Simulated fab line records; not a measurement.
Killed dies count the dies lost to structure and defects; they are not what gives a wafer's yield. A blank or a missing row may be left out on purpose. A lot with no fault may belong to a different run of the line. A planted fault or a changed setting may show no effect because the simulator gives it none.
Lot-split experiment | flow n5 finfet | route with 1938 steps; 7 lots, 21 wafers read

## THE SPLIT ITSELF
At N5_BEOL_M10_COAT_64 (time 60 s, resist thk 30 nm), the setting spin rpm was moved away from the recipe's 1500 rpm on 10 of the 21 wafers read, by -8.2% to +8.3%. The other wafers ran this setting at the recipe's value.

## FROM THE SPLIT TO THE READING: what the file shows between them, 4 steps
- N5_BEOL_M10_PEB_26: peb time 60 s (also split here: peb time s)
- N5_BEOL_M10_DEVELOP_27: develop time 30 s
- N5_BEOL_M10_CD_MEAS_28: target cd 70 nm
- N5_BEOL_M10_DESCUM_33: chemistry O2, time 7.9 s

## THE READING
CAR-ArF_of_BEOL_M10_COAT_22.thk nm (the simulator's own value, which no gauge read), in nm, at N5_BEOL_M10_ETCH_65 (etches SiARC in CF4, target depth 39 nm, time 65 s). There is no usual value for it anywhere in the file. Here, 11 wafers ran the recipe; their average is 55.8 nm with a standard deviation of 0.33 nm.

wafer  | tool, chamber at the split | spin rpm as run, rpm | against the recipe | CAR-ArF_of_BEOL_M10_COAT_22.thk nm, nm | against lot-mates on the recipe
L077.1 | litho track-01, 0          | 1441                 | -3.9%              | 55                                     | -1.0
L077.2 | litho track-01, 0          | 1500                 | recipe             | 56                                     | -
L077.3 | litho track-01, 0          | 1441                 | -3.9%              | 55.4                                   | -0.6
L076.2 | litho track-01, 0          | 1500                 | recipe             | 56                                     | -
L076.4 | litho track-01, 0          | 1500                 | recipe             | 55.6                                   | -
L076.6 | litho track-01, 0          | 1500                 | recipe             | 56.2                                   | -
L080.2 | litho track-04, 0          | 1417                 | -5.5%              | 54.8                                   | -0.8
L080.4 | litho track-04, 0          | 1417                 | -5.5%              | 54.6                                   | -1.0
L080.5 | litho track-04, 0          | 1500                 | recipe             | 55.6                                   | -
L090.3 | litho track-03, 0          | 1500                 | recipe             | 56.2                                   | -
L090.4 | litho track-03, 0          | 1377                 | -8.2%              | 54.8                                   | -1.2
L090.6 | litho track-03, 0          | 1500                 | recipe             | 55.8                                   | -
L093.1 | litho track-01, 0          | 1500                 | recipe             | 55.6                                   | -
L093.4 | litho track-01, 0          | 1500                 | recipe             | 55.8                                   | -
L093.5 | litho track-01, 0          | 1598                 | +6.5%              | 56.2                                   | +0.5
L094.1 | litho track-01, 0          | 1624                 | +8.3%              | 56.8                                   | +1.2
L094.3 | litho track-01, 0          | 1624                 | +8.3%              | 56.6                                   | +1.0
L094.5 | litho track-01, 0          | 1500                 | recipe             | 55.6                                   | -
L097.2 | litho track-04, 0          | 1600                 | +6.7%              | 56.2                                   | +1.2
L097.3 | litho track-04, 0          | 1500                 | recipe             | 55                                     | -
L097.4 | litho track-04, 0          | 1600                 | +6.7%              | 56                                     | +1.0

FIT RESULTS
A straight line over all 21 wafers: CAR-ArF_of_BEOL_M10_COAT_22.thk nm changes by +0.112 nm for each +1% of spin rpm; r = +0.86; the points scatter about the line by 0.32 nm.
The same after taking each lot's own level away (the mean of its wafers on the recipe; 21 wafers): +0.147 nm for each +1%; r = +0.96; scatter 0.2 nm.
That fit puts the effect of the largest move of spin rpm on the reading at 1.2 nm.
From 55.00 to 56.00 nm: that is the span of the lots' own levels, equal to 3.0 times the standard deviation above.
So the slope is not independent of the lot-to-lot level: the two fits are not the same.
Check: for one of the wafers moved furthest among these (+8.3%), held out of the fit, the line's prediction against its lot-mates is +1.15 nm. It came out at +1.2 nm against them.

## OTHER SPLITS ON THESE WAFERS
Before the reading, these wafers also passed through other splits. Each is held against what the fit with the lots' levels taken away leaves over:
other split on the same wafers | wafers away from the commonest value | r with CAR-ArF_of_BEOL_M10_COAT_22.thk nm (lot level and that fit taken away)
N5_BEOL_M8_EXPOSE_08 dose mj   | 7                                    | +0.06
N5_BEOL_M10_PEB_26 peb time s  | 9                                    | -0.04

## THE WHOLE CHAIN: every reading that the file lists as answering this split, in the file's order
step                | what it does                                       | reading                                                                             | change (the file's fit)               | r (the file's)
N5_BEOL_M10_COAT_64 | time 60 s, resist thk 30 nm                        | SiARC_of_BEOL_M10_COAT_64.thk nm (the simulator's own value, which no gauge read)   | -0.152 nm for each +1% of the setting | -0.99
N5_BEOL_M10_ETCH_65 | etches SiARC in CF4, target depth 39 nm, time 65 s | etch.depth nm (the simulator's own value, which no gauge read)                      | -0.149 nm for each +1% of the setting | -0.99
N5_BEOL_M10_ETCH_65 | etches SiARC in CF4, target depth 39 nm, time 65 s | CAR-ArF_of_BEOL_M10_COAT_22.thk nm (the simulator's own value, which no gauge read) | +0.14 nm for each +1% of the setting  | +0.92

## THE FILE'S OWN FIT
CAR-ArF_of_BEOL_M10_COAT_22.thk nm changes by +0.14 nm for each +1% of spin rpm, r = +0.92.
